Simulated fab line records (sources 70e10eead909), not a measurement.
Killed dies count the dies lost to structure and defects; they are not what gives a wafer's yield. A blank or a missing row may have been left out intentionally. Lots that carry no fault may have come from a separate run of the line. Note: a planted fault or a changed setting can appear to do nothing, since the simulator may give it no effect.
fab line records	flow nand_harc	part 1 of 2: steps 1 to 18 of 23
[record] lots = 5	wafers = 15	last_day = 31
route steps=1302 shown A_CHANNEL_HOLE_D1@456
lots with no fault: from the same line, run without faults
start_h: the number of hours between the record's first day and the start of the first shown wafer of the lot	wait_h: time in hours since the lot's previous step	" the same as in the row above	L1.1+2: several wafers, shown together as one row	- either no value or no given start	* or withheld: withheld	< > ~ a bound
route shown NAME@n: NAME is a module with steps in the file, n the number in the route of the first one	usual: mean/standard deviation of fault-free wafers	same: alike in all rows	chamber/n: place in a boat	sites: each site's reading	_std_site: standard deviation across them	_edge_site: the outer-site mean with the inner-site mean subtracted	radius_mm: for every site, how far away it sits from the centre of the wafer	mask NAME#n: copy n	behind: the most recent tool/chamber to have shaped the wafer	hold: what put the lot on hold/how long, in hours/how the hold closed	device: the n, p or np transistor that did not switch	end of line: the same wafers' tests at the end of the route	a step given without rows: its recipe and nothing more	killed: dies lost to structure and defects at the first sort, not the wafer's yield	map: a wafer's dies, x killed, . not, _ none there
set.NAME: the setting as run; set.NAME@STEP: as run at that earlier step	model.NAME: the simulator's own value behind a step, which no gauge read
lots seen at some steps along the route; tables by step, rows by wafer
services: the hour from which a tool's chamber was out of use, counted from the record's first day as start_h (under 0 if before that day), plus the number of hours and why
[[steps]]
[step NHARC_A_CHANNEL_HOLE_D1_COAT_04]
[recipe] spin_rpm = 1500	resist_thk_nm = 90
lot.wafer	tool	chamber	start_h	wait_h
L075.1+2+5	litho_track-01	0	-	-
L076.1+2+5	litho_track-06	0	-	-
L080.1+2+4	litho_track-04	0	-	-
L081.1+4+6	litho_track-04	0	-	-
L090.2+3+6	litho_track-04	0	-	-
[step NHARC_A_CHANNEL_HOLE_D1_SOFTBAKE_05]
[recipe] temp_c = 105	time_s = 55
[same] time_s = 55
lot.wafer	tool	chamber	start_h	wait_h
L075.1+2+5	litho_track-01	0	-	-
L076.1+2+5	litho_track-06	0	-	-
L080.1+2+4	litho_track-04	0	-	-
L081.1+4+6	litho_track-04	0	-	-
L090.2+3+6	litho_track-04	0	-	-
[step NHARC_A_CHANNEL_HOLE_D1_EBR_06]
lot.wafer	tool	chamber	start_h	wait_h
L075.1+2+5	litho_track-01	0	-	-
L076.1+2+5	litho_track-06	0	-	-
L080.1+2+4	litho_track-04	0	-	-
L081.1+4+6	litho_track-04	0	-	-
L090.2+3+6	litho_track-04	0	-	-
[step NHARC_A_CHANNEL_HOLE_D1_EXPOSE_07]
[recipe] na = 1.35	target_cd_nm = 100	sigma_outer = 0.3	dose_mj = 59.65	mask_id = HOLE_D1
lot.wafer	tool	chamber	start_h	wait_h	mask
L075.1+2+5	arfi_scanner-01	0	183.73	-	HOLE_D1#0
L076.1+2+5	arfi_scanner-03	0	203.68	-	HOLE_D1#0
L080.1+2+4	arfi_scanner-02	0	231.29	-	HOLE_D1#0
L081.1+4+6	arfi_scanner-02	0	250.49	-	HOLE_D1#0
L090.2+3+6	arfi_scanner-03	0	343.68	-	HOLE_D1#0
[step NHARC_A_CHANNEL_HOLE_D1_PEB_08]
[recipe] peb_temp_c = 100	peb_time_s = 65
lot.wafer	tool	chamber	start_h	wait_h
L075.1+2+5	litho_track-04	0	183.79	0.1
L076.1+2+5	litho_track-01	0	203.75	0.1
L080.1+2+4	litho_track-01	0	231.35	0.1
L081.1+4+6	litho_track-01	0	250.55	0.1
L090.2+3+6	litho_track-06	0	343.74	0.1
[step NHARC_A_CHANNEL_HOLE_D1_DEVELOP_09]
[recipe] develop_time_s = 35	dev_temp_c = 23
lot.wafer	tool	chamber	start_h	wait_h
L075.1+2+5	litho_track-04	0	-	-
L076.1+2+5	litho_track-01	0	-	-
L080.1+2+4	litho_track-01	0	-	-
L081.1+4+6	litho_track-01	0	-	-
L090.2+3+6	litho_track-06	0	-	-
[step NHARC_A_CHANNEL_HOLE_D1_CD_MEAS_10]
[recipe] target_cd_nm = 100	landing_energy_ev = 500
[usual] cd_nm = 100.3/0.55
[same] landing_energy_ev = 500
lot.wafer	tool	chamber	start_h	wait_h	cd_nm
L075.1	cd_sem-03	0	183.87	-	100.2
L075.2	"	0	"	"	99.9
L075.5	"	0	"	"	99.7
L076.1	cd_sem-03	0	203.83	-	100.3
L076.2	"	0	"	"	100.7
L076.5	"	0	"	"	100.7
L080.1	cd_sem-02	0	231.43	-	99.9
L080.2	"	0	"	"	100.1
L080.4	"	0	"	"	99.3
L081.1	cd_sem-01	0	250.63	-	99.9
L081.4	"	0	"	"	100.0
L081.6	"	0	"	"	101.4
L090.2	cd_sem-02	0	343.82	-	100.2
L090.3	"	0	"	"	99.6
L090.6	"	0	"	"	100.6
[step NHARC_A_CHANNEL_HOLE_D1_OVL_MEAS_11]
[usual] overlay_x_nm = -0.1/0.89	overlay_y_nm = 0.0/0.83
lot.wafer	tool	chamber	start_h	wait_h	overlay_x_nm	overlay_y_nm
L075.1	overlay-01	-	183.96	-	-0.1	-0.6
L075.2	"	-	"	"	-0.6	-0.7
L075.5	"	-	"	"	-0.3	-0.3
L076.1	overlay-02	-	203.92	-	-2.1	1.7
L076.2	"	-	"	"	-2.0	1.2
L076.5	"	-	"	"	-2.2	1.8
L080.1	overlay-02	-	231.51	-	-0.4	0.3
L080.2	"	-	"	"	-0.2	-0.2
L080.4	"	-	"	"	-0.4	0.6
L081.1	overlay-01	-	250.72	-	0.0	-0.1
L081.4	"	-	"	"	-0.4	-0.3
L081.6	"	-	"	"	-0.4	-0.3
L090.2	overlay-01	-	343.91	-	-0.4	0.2
L090.3	"	-	"	"	-0.9	0.5
L090.6	"	-	"	"	-0.3	0.5
[step NHARC_A_CHANNEL_HOLE_D1_INSPECT_12]
[usual] raw_defect_count = 5.4/2.7
lot.wafer	tool	chamber	start_h	wait_h	raw_defect_count
L075.1	defect_inspect-02	-	183.99	0.0	5
L075.2	"	-	"	"	2
L075.5	"	-	"	"	3
L076.1	defect_inspect-02	-	203.96	0.0	6
L076.2	"	-	"	"	6
L076.5	"	-	"	"	7
L080.1	defect_inspect-02	-	231.55	0.0	5
L080.2	"	-	"	"	8
L080.4	"	-	"	"	5
L081.1	defect_inspect-02	-	250.76	0.0	6
L081.4	"	-	"	"	3
L081.6	"	-	"	"	5
L090.2	defect_inspect-01	-	343.94	0.0	10
L090.3	"	-	"	"	4
L090.6	"	-	"	"	8
[step NHARC_A_CHANNEL_HOLE_D1_DESCUM_15]
[recipe] time_s = 3	o2_flow_sccm = 200	ar_flow_sccm = 0	bias_power_w = 0	chemistry = O2
[usual] drypump_motor_current_A = 5.8/0.37	oes_product_au = 1.000/0.012	rf_vpp_V = 57.7/0.99	showerhead_plenum_p_Torr = 1.89/0.089	throttle_valve_pct = 11.311/0.0085
[same] time_s = 3
lot.wafer	tool	chamber	start_h	wait_h	drypump_motor_current_A	oes_product_au	rf_hours_counter_h	rf_vpp_V	showerhead_plenum_p_Torr	throttle_valve_pct
L075.2	rie_diel-09	1	184.06	0.1	5.8	1.014	13	56.2	1.79	11.313
L075.1	"	2	"	"	6.2	0.992	11	57.5	1.91	11.310
L075.5	"	1	"	"	5.8	1.026	-	57.1	1.79	11.309
L076.2	rie_diel-04	3	204.03	0.1	6.3	0.998	1	57.8	1.80	11.319
L076.1	"	0	"	"	5.8	0.995	1	55.7	1.80	11.310
L076.5	"	0	"	"	5.8	0.989	-	57.3	1.80	11.324
L080.2	rie_diel-04	2	231.61	0.1	5.5	1.005	2	58.1	2.00	11.323
L080.4	"	3	"	"	6.3	1.012	4	57.1	1.80	11.311
L080.1	"	0	"	"	5.8	1.005	4	57.8	1.80	11.314
L081.4	rie_diel-04	3	250.83	0.1	6.3	1.010	6	56.4	1.80	11.309
L081.1	"	0	"	"	5.7	0.988	6	58.0	1.80	11.301
L081.6	"	2	"	"	5.4	0.995	-	57.5	2.00	11.290
L090.3	rie_diel-04	0	344.01	0.1	5.8	0.973	15	56.3	1.79	11.318
L090.2	"	1	"	"	5.7	1.003	13	58.3	1.91	11.306
L090.6	"	0	"	"	5.8	0.983	-	57.1	1.79	11.317
[step NHARC_A_CHANNEL_HOLE_D1_ETCH_38]
[recipe] target_depth_a = 390	over_etch_frac = 0.3	time_s = 65	ion_energy_ev = 80	cf4_flow_sccm = 150	ar_flow_sccm = 0	rf_w = 300	bias_w = 100	chemistry = CF4
[usual] drypump_motor_current_A = 5.8/0.37	oes_product_au = 1.000/0.011	rf_vpp_V = 151.0/1.3	showerhead_plenum_p_Torr = 1.75/0.078	throttle_valve_pct = 13.284/0.0085
[same] time_s = 65
lot.wafer	tool	chamber	start_h	wait_h	drypump_motor_current_A	oes_product_au	rf_hours_counter_h	rf_vpp_V	showerhead_plenum_p_Torr	throttle_valve_pct
L075.2	rie_diel-09	3	184.15	0.1	6.0	1.005	10	150.1	1.66	13.280
L075.1	"	2	"	"	6.2	1.006	11	152.3	1.77	13.287
L075.5	"	0	"	"	4.9	0.985	-	151.3	1.79	13.295
L076.2	rie_diel-04	0	204.13	0.1	5.8	0.998	1	149.8	1.67	13.294
L076.1	"	1	"	"	5.7	0.997	1	151.8	1.77	13.276
L076.5	"	1	"	"	5.7	1.005	-	150.6	1.77	13.285
L080.1	rie_diel-04	1	231.70	0.1	5.7	0.998	4	150.2	1.77	13.290
L080.4	"	2	"	"	5.5	1.005	2	152.5	1.84	13.273
L080.2	"	3	"	"	6.2	1.008	4	149.0	1.67	13.285
L081.4	rie_diel-04	3	250.90	0.1	6.3	1.016	6	150.1	1.67	13.267
L081.1	"	0	"	"	5.8	0.985	6	149.1	1.67	13.284
L081.6	"	3	"	"	6.3	1.004	-	149.1	1.67	13.285
L090.3	rie_diel-04	0	344.10	0.1	5.8	0.986	15	150.3	1.67	13.275
L090.2	"	1	"	"	5.7	1.007	13	151.5	1.77	13.281
L090.6	"	3	"	"	6.3	1.011	-	148.5	1.67	13.280
[step NHARC_A_CHANNEL_HOLE_D1_ETCH_39]
[recipe] target_depth_a = 2600	over_etch_frac = 0.3	time_s = 325	ion_energy_ev = 200	n2_flow_sccm = 150	h2_flow_sccm = 150	ar_flow_sccm = 0	rf_w = 400	bias_w = 150	chemistry = N2/H2
[usual] drypump_motor_current_A = 5.8/0.38	n2_flow_sccm = 150.0/0.38	oes_product_au = 0.998/0.011	rf_vpp_V = 429.9/2.9	showerhead_plenum_p_Torr = 2.02/0.1	throttle_valve_pct = 14.171/0.0092
[same] time_s = 325
lot.wafer	tool	chamber	start_h	wait_h	drypump_motor_current_A	n2_flow_sccm	oes_product_au	rf_hours_counter_h	rf_vpp_V	showerhead_plenum_p_Torr	throttle_valve_pct
L075.2	rie_diel-09	1	-	-	5.8	150.0	1.018	13	426.6	1.90	14.168
L075.1	"	2	"	"	6.2	149.8	1.003	11	430.6	2.04	14.182
L075.5	"	1	"	"	5.8	150.0	1.014	-	425.5	1.90	14.178
L076.1	rie_diel-04	0	-	-	5.8	149.8	0.992	1	426.2	1.91	14.172
L076.2	"	3	"	"	6.3	150.0	1.003	1	427.2	1.92	14.182
L076.5	"	1	"	"	5.7	149.6	0.992	-	430.6	2.04	14.186
L080.1	rie_diel-04	1	-	-	5.7	150.5	0.997	4	430.4	2.04	14.162
L080.4	"	2	"	"	5.5	149.9	1.002	2	434.0	2.14	14.157
L080.2	"	3	"	"	6.3	150.1	1.006	4	427.8	1.92	14.172
L081.1	rie_diel-04	3	-	-	6.3	149.9	1.006	6	426.8	1.92	14.172
L081.4	"	1	"	"	5.7	150.9	0.989	6	430.6	2.04	14.161
L081.6	"	3	"	"	6.3	149.7	1.022	-	425.9	1.92	14.165
L090.3	rie_diel-04	3	-	-	6.3	149.1	0.997	15	428.7	1.92	14.174
L090.2	"	0	"	"	5.8	150.1	0.974	16	426.4	1.91	14.172
L090.6	"	3	"	"	6.3	149.8	0.990	-	427.2	1.92	14.163
[step NHARC_A_CHANNEL_HOLE_D1_ETCH_34]
[recipe] target_depth_a = 1540	time_s = 77	cf4_flow_sccm = 100	chf3_flow_sccm = 30	ar_flow_sccm = 0	rf_w = 500	bias_w = 200	chemistry = CF4/CHF3
[usual] drypump_motor_current_A = 5.8/0.37	oes_product_au = 0.950/0.024	rf_vpp_V = 370.2/2.5	showerhead_plenum_p_Torr = 1.56/0.069	throttle_valve_pct = 16.804/0.0091
[same] time_s = 77
lot.wafer	tool	chamber	start_h	wait_h	drypump_motor_current_A	oes_product_au	rf_hours_counter_h	rf_vpp_V	showerhead_plenum_p_Torr	throttle_valve_pct
L075.1	rie_diel-09	1	-	-	5.8	0.965	14	367.3	1.48	16.798
L075.2	"	0	"	"	4.9	0.948	13	371.0	1.59	16.819
L075.5	"	2	"	"	6.2	0.946	-	369.7	1.57	16.793
L076.2	rie_diel-04	1	-	-	5.7	0.961	1	370.9	1.58	16.805
L076.1	"	3	"	"	6.3	0.957	1	366.5	1.49	16.802
L076.5	"	3	"	"	6.3	0.970	-	368.3	1.49	16.808
L080.2	rie_diel-04	2	-	-	5.5	0.959	2	372.3	1.64	16.795
L080.1	"	3	"	"	6.3	0.963	4	367.7	1.49	16.792
L080.4	"	1	"	"	5.7	0.975	4	370.5	1.57	16.797
L081.1	rie_diel-04	3	-	-	6.3	0.933	6	367.9	1.49	16.798
L081.4	"	0	"	"	5.8	0.907	6	367.4	1.48	16.793
L081.6	"	2	"	"	5.5	0.913	-	375.0	1.64	16.798
L090.3	rie_diel-04	1	-	-	5.7	0.974	13	370.4	1.57	16.804
L090.2	"	2	"	"	5.5	0.974	12	373.0	1.64	16.811
L090.6	"	1	"	"	5.7	0.974	-	371.2	1.57	16.817
[step NHARC_A_CHANNEL_HOLE_D1_ETCH_16]
[recipe] target_depth_a = 31000	over_etch_frac = 0.3	time_s = 806	ion_energy_ev = 150	o2_flow_sccm = 400	cos_flow_sccm = 20	ar_flow_sccm = 0	rf_w = 500	bias_w = 300	chemistry = O2/COS
[usual] drypump_motor_current_A = 5.8/0.38	oes_product_au = 0.998/0.01	rf_vpp_V = 313.7/2	showerhead_plenum_p_Torr = 3.09/0.14	throttle_valve_pct = 28.330/0.0095
[same] time_s = 806
lot.wafer	tool	chamber	start_h	wait_h	drypump_motor_current_A	oes_product_au	rf_hours_counter_h	rf_vpp_V	showerhead_plenum_p_Torr	throttle_valve_pct
L075.1	rie_diel-09	2	-	-	6.2	1.007	11	313.8	3.12	28.333
L075.2	"	3	"	"	6.0	1.010	11	312.4	2.93	28.327
L075.5	"	1	"	"	5.8	1.018	-	310.5	2.93	28.331
L076.1	rie_diel-04	3	-	-	6.3	1.003	1	313.8	2.95	28.317
L076.2	"	0	"	"	5.8	0.987	1	311.4	2.94	28.312
L076.5	"	3	"	"	6.3	0.999	-	312.3	2.95	28.338
L080.2	rie_diel-04	1	-	-	5.8	0.992	4	314.8	3.13	28.321
L080.4	"	3	"	"	6.3	0.997	4	312.4	2.95	28.323
L080.1	"	0	"	"	5.8	0.984	4	310.9	2.94	28.309
L081.1	rie_diel-04	2	-	-	5.5	0.988	4	315.7	3.26	28.327
L081.4	"	3	"	"	6.3	0.992	6	311.9	2.95	28.319
L081.6	"	1	"	"	5.8	0.993	-	314.6	3.12	28.335
L090.3	rie_diel-04	2	-	-	5.5	0.995	12	315.5	3.25	28.329
L090.2	"	0	"	"	5.8	0.978	16	310.6	2.94	28.330
L090.6	"	3	"	"	6.3	1.000	-	312.1	2.95	28.336
[step NHARC_A_CHANNEL_HOLE_D1_CD_MEAS_18]
[usual] cd_nm = 99.8/2
lot.wafer	tool	chamber	start_h	wait_h	cd_nm
L075.1	cd_sem-01	-	185.39	-	100.0
L075.2	"	-	"	"	96.8
L075.5	"	-	"	"	102.4
L076.1	cd_sem-02	-	205.33	-	98.2
L076.2	"	-	"	"	100.6
L076.5	"	-	"	"	99.7
L080.1	cd_sem-01	-	232.72	-	100.6
L080.2	"	-	"	"	100.4
L080.4	"	-	"	"	97.8
L081.1	cd_sem-02	-	251.92	-	98.9
L081.4	"	-	"	"	99.4
L081.6	"	-	"	"	101.4
L090.2	cd_sem-01	-	345.11	-	100.5
L090.3	"	-	"	"	99.3
L090.6	"	-	"	"	100.0
[step NHARC_A_CHANNEL_HOLE_D1_ETCH_19]
[recipe] bias_v = 1200	source_w = 2500	pressure_mtorr = 15	time_s = 34.5	ar_flow_sccm = 375	c4f8_flow_sccm = 28.8	o2_flow_sccm = 96.2	temp_c = -20	target_depth_a = *	chemistry = C4F8/O2/Ar
[usual] drypump_motor_current_A = 6.03/0.13	oes_air_line_au = 1.002/0.022	showerhead_plenum_p_Torr = 3.76/0.032	temp_c = -19.99/0.11	throttle_valve_pct = 37.037/0.01
[same] time_s = 34.5
lot.wafer	tool	chamber	start_h	wait_h	drypump_motor_current_A	oes_air_line_au	rf_hours_counter_h	showerhead_plenum_p_Torr	temp_c	throttle_valve_pct
L075.1	har_etch-02	1	185.48	0.1	6.20	0.987	295	3.81	-19.91	37.034
L075.2	"	0	"	"	5.94	1.046	295	3.81	-19.90	37.037
L075.5	"	1	"	"	6.19	0.985	-	3.81	-19.85	37.027
L076.2	har_etch-02	0	205.40	0.1	5.98	0.984	306	3.81	-20.00	37.031
L076.1	"	1	"	"	6.19	1.052	306	3.81	-19.97	37.047
L076.5	"	1	"	"	6.19	0.997	-	3.81	-20.02	37.038
L080.1	har_etch-02	1	232.79	0.1	6.20	1.043	325	3.80	-19.89	37.015
L080.2	"	0	"	"	5.99	0.965	325	3.80	-20.09	37.023
L080.4	"	1	"	"	6.20	1.020	-	3.80	-19.91	37.032
L081.1	har_etch-02	0	252.37	0.4	5.98	0.973	333	3.79	-19.91	37.042
L081.4	"	0	"	"	5.98	0.988	-	3.79	-20.05	37.042
L081.6	"	1	"	"	6.20	1.017	-	3.79	-19.98	37.038
L090.2	har_etch-01	0	347.20	2.1	6.08	0.994	187	3.72	-19.88	37.038
L090.3	"	1	"	"	5.84	0.995	-	3.72	-20.07	37.029
L090.6	"	1	"	"	5.84	1.013	-	3.72	-19.85	37.049
[step NHARC_A_CHANNEL_HOLE_D1_ETCH_20]
[recipe] bias_v = 3000	source_w = withheld	pressure_mtorr = 20	time_s = 361.9	ar_flow_sccm = 375	c4f8_flow_sccm = 89.3	o2_flow_sccm = 35.7	temp_c = -20	target_depth_a = 16000	chemistry = C4F8/O2/Ar
[usual] drypump_motor_current_A = 6.03/0.13	oes_air_line_au = 0.999/0.023	showerhead_plenum_p_Torr = 3.72/0.031	temp_c = -20.02/0.12	throttle_valve_pct = 32.157/0.0097
[same] time_s = 361.9
lot.wafer	tool	chamber	start_h	wait_h	drypump_motor_current_A	oes_air_line_au	rf_hours_counter_h	showerhead_plenum_p_Torr	temp_c	throttle_valve_pct
L075.1	har_etch-02	1	185.59	0.1	6.19	0.978	295	3.77	-20.33	32.133
L075.2	"	0	"	"	5.99	1.034	295	3.77	-20.08	32.149
L075.5	"	1	"	"	6.20	0.973	-	3.77	-20.15	32.150
L076.2	har_etch-02	0	205.52	0.1	5.96	1.028	306	3.76	-20.15	32.168
L076.1	"	1	"	"	6.21	0.961	306	3.76	-19.96	32.164
L076.5	"	1	"	"	6.20	0.932	-	3.76	-19.95	32.152
L080.1	har_etch-02	1	232.90	0.1	6.23	1.026	325	3.75	-20.01	32.156
L080.2	"	0	"	"	5.98	0.954	325	3.75	-20.04	32.152
L080.4	"	1	"	"	6.18	1.023	-	3.75	-20.16	32.150
L081.1	har_etch-02	0	252.49	0.1	5.96	0.980	333	3.75	-20.02	32.146
L081.4	"	0	"	"	5.99	1.012	-	3.75	-20.10	32.143
L081.6	"	1	"	"	6.20	0.932	-	3.75	-19.89	32.153
L090.2	har_etch-01	0	347.32	0.1	6.09	0.994	188	3.68	-19.93	32.138
L090.3	"	1	"	"	5.84	0.986	-	3.68	-20.04	32.162
L090.6	"	1	"	"	5.83	0.974	-	3.68	-20.29	32.166
[step NHARC_A_CHANNEL_HOLE_D1_ETCH_21]
[recipe] bias_v = 3000	source_w = withheld	pressure_mtorr = 20	time_s = 514.3	ar_flow_sccm = 375	c4f8_flow_sccm = 89.3	o2_flow_sccm = 35.7	temp_c = -20	target_depth_a = 16000	chemistry = C4F8/O2/Ar
[usual] drypump_motor_current_A = 6.03/0.13	oes_air_line_au = 0.996/0.021	showerhead_plenum_p_Torr = 3.72/0.031	temp_c = -20.00/0.1	throttle_valve_pct = 32.154/0.0091
[same] time_s = 514.3
lot.wafer	tool	chamber	start_h	wait_h	drypump_motor_current_A	oes_air_line_au	rf_hours_counter_h	showerhead_plenum_p_Torr	temp_c	throttle_valve_pct
L075.1	har_etch-02	1	185.91	0.3	6.18	1.039	295	3.77	-19.99	32.151
L075.2	"	0	"	"	6.01	1.020	295	3.77	-20.07	32.149
L075.5	"	1	"	"	6.21	0.995	-	3.77	-20.09	32.149
L076.2	har_etch-02	0	205.83	0.3	5.99	1.010	307	3.76	-19.90	32.150
L076.1	"	1	"	"	6.20	0.979	307	3.76	-20.11	32.149
L076.5	"	1	"	"	6.21	0.945	-	3.76	-20.07	32.157
L080.1	har_etch-02	1	233.21	0.3	6.19	0.993	326	3.75	-19.97	32.161
L080.2	"	0	"	"	5.99	0.985	326	3.75	-19.97	32.161
L080.4	"	1	"	"	6.19	0.974	-	3.75	-20.02	32.141
L081.1	har_etch-02	0	252.80	0.3	5.97	1.006	333	3.75	-19.98	32.140
L081.4	"	0	"	"	5.97	0.981	-	3.75	-20.04	32.126
L081.6	"	1	"	"	6.20	0.992	-	3.75	-19.97	32.155
L090.2	har_etch-01	0	347.63	0.3	6.09	0.992	188	3.68	-19.96	32.156
L090.3	"	1	"	"	5.86	1.020	-	3.68	-20.07	32.156
L090.6	"	1	"	"	5.84	1.020	-	3.68	-19.99	32.158
